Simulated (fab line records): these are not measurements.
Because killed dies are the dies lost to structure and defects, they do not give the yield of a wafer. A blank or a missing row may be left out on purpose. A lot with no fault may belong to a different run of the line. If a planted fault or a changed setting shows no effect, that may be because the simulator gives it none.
Split-lot study + flow n5_finfet + 7 lots, 21 wafers read, on a route of 1938 steps

## ABOUT THE SPLIT
At N5_BEOL_M5_ETCH_41 (etches SiCN in CH3F/O2, target depth 31.5 nm, time 56.7 s), the setting source_w was moved away from the recipe's 395 W on 10 of the 21 wafers read, by -16.4% to +5.6%. For the rest of the wafers, this setting stayed at what the recipe calls for.

Reading taken at the split's own step.

## THE READING
rf_vpp_V, in V, at N5_BEOL_M5_ETCH_41 (etches SiCN in CH3F/O2, target depth 31.5 nm, time 56.7 s). On this fab line, fault-free wafers typically give 297.6 V with a standard deviation of 1.5 V.

| wafer  | tool, chamber at the split | source_w as run, W | against the recipe | rf_vpp_V, V | against lot-mates on the recipe |
|--------|----------------------------|--------------------|--------------------|-------------|---------------------------------|
| L080.1 | rie_diel-02, 1             | 395                | recipe             | 298.9       | -                               |
| L080.2 | rie_diel-02, 0             | 395                | recipe             | 299.9       | -                               |
| L080.6 | rie_diel-02, 3             | 395                | recipe             | 297.3       | -                               |
| L081.2 | rie_diel-02, 0             | 417                | +5.6%              | 292.3       | -5.8                            |
| L081.5 | rie_diel-02, 1             | 417                | +5.6%              | 292.7       | -5.4                            |
| L081.6 | rie_diel-02, 2             | 395                | recipe             | 298.1       | -                               |
| L083.1 | rie_diel-05, 1             | 370.5              | -6.2%              | 306.1       | +7.7                            |
| L083.2 | rie_diel-05, 3             | 395                | recipe             | 298.4       | -                               |
| L083.6 | rie_diel-05, 2             | 370.5              | -6.2%              | 301.9       | +3.5                            |
| L087.2 | rie_diel-02, 2             | 395                | recipe             | 298.4       | -                               |
| L087.5 | rie_diel-02, 0             | 395                | recipe             | 298.5       | -                               |
| L087.6 | rie_diel-02, 3             | 395                | recipe             | 298.4       | -                               |
| L089.1 | rie_diel-05, 1             | 416.5              | +5.4%              | 294.2       | no lot-mate on the recipe       |
| L089.3 | rie_diel-05, 2             | 416.5              | +5.4%              | 290.8       | no lot-mate on the recipe       |
| L089.4 | rie_diel-05, 1             | 416.5              | +5.4%              | 292.7       | no lot-mate on the recipe       |
| L092.1 | rie_diel-02, 2             | 330.2              | -16.4%             | 317.0       | +19.0                           |
| L092.3 | rie_diel-02, 0             | 395                | recipe             | 298.0       | -                               |
| L092.5 | rie_diel-02, 3             | 330.2              | -16.4%             | 315.7       | +17.7                           |
| L096.1 | rie_diel-02, 1             | 395                | recipe             | 298.4       | -                               |
| L096.3 | rie_diel-02, 2             | 338.9              | -14.2%             | 313.7       | +15.1                           |
| L096.6 | rie_diel-02, 3             | 395                | recipe             | 298.9       | -                               |

THE FIT
A straight line over all 21 wafers: rf_vpp_V changes by -1.07 V for each +1% of source_w; r = -0.99; the points scatter about the line by 1.1 V.
The same after taking each lot's own level away (the mean of its wafers on the recipe; 18 wafers): -1.08 V for each +1%; r = -0.99; scatter 1 V.
On that fit, the largest move of source_w shifts the reading by 18 V.
Across the lots, their own levels run from 298.00 to 298.70 V, a range of 0.5 times the standard deviation given above.
The two slopes agree, so the slope changes little with the lot-to-lot level.
Check: with one of the wafers moved furthest among these (-16.4%) left out of the fit, the line predicts +17.1 V for it against its lot-mates. It came out at +19 V against them.
Tool readings at the split's step, against how far the setting was moved: rf_vpp_V r = -0.99.

## THE OTHER SPLITS THESE WAFERS WENT THROUGH
Other splits were also applied to these wafers ahead of the reading. Each is held against what the fit with the lots' levels taken away leaves over:
| other split on the same wafers   | wafers away from the commonest value | r with rf_vpp_V (lot level and that fit taken away) |
|----------------------------------|--------------------------------------|-----------------------------------------------------|
| N5_BEOL_M2_TRENCH_ETCH_37 time_s | 6                                    | -0.05                                               |
| N5_BEOL_M3_EXPOSE_25 dose_mj     | 4                                    | +0.55                                               |
| N5_BEOL_M4_DESCUM_16 time_s      | 9                                    | +0.05                                               |
| N5_BEOL_M4_ETCH_64 bias_w        | 4                                    | +0.51                                               |
| N5_BEOL_M5_TRENCH_ETCH_37 time_s | 7                                    | -0.03                                               |

## THE WHOLE CHAIN: every reading that the file lists as answering this split, in the file's order
| step               | what it does                                              | reading                                                        | change (the file's fit)                | r (the file's) |
|--------------------|-----------------------------------------------------------|----------------------------------------------------------------|----------------------------------------|----------------|
| N5_BEOL_M5_ETCH_41 | etches SiCN in CH3F/O2, target depth 31.5 nm, time 56.7 s | rf_vpp_V                                                       | -1.08 V for each +1% of the setting    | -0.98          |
| N5_BEOL_M5_ETCH_41 | etches SiCN in CH3F/O2, target depth 31.5 nm, time 56.7 s | etch.depth_nm (the simulator's own value, which no gauge read) | +0.0921 nm for each +1% of the setting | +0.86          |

## THE FILE'S OWN FIT
rf_vpp_V changes by -1.08 V for each +1% of source_w, r = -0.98.
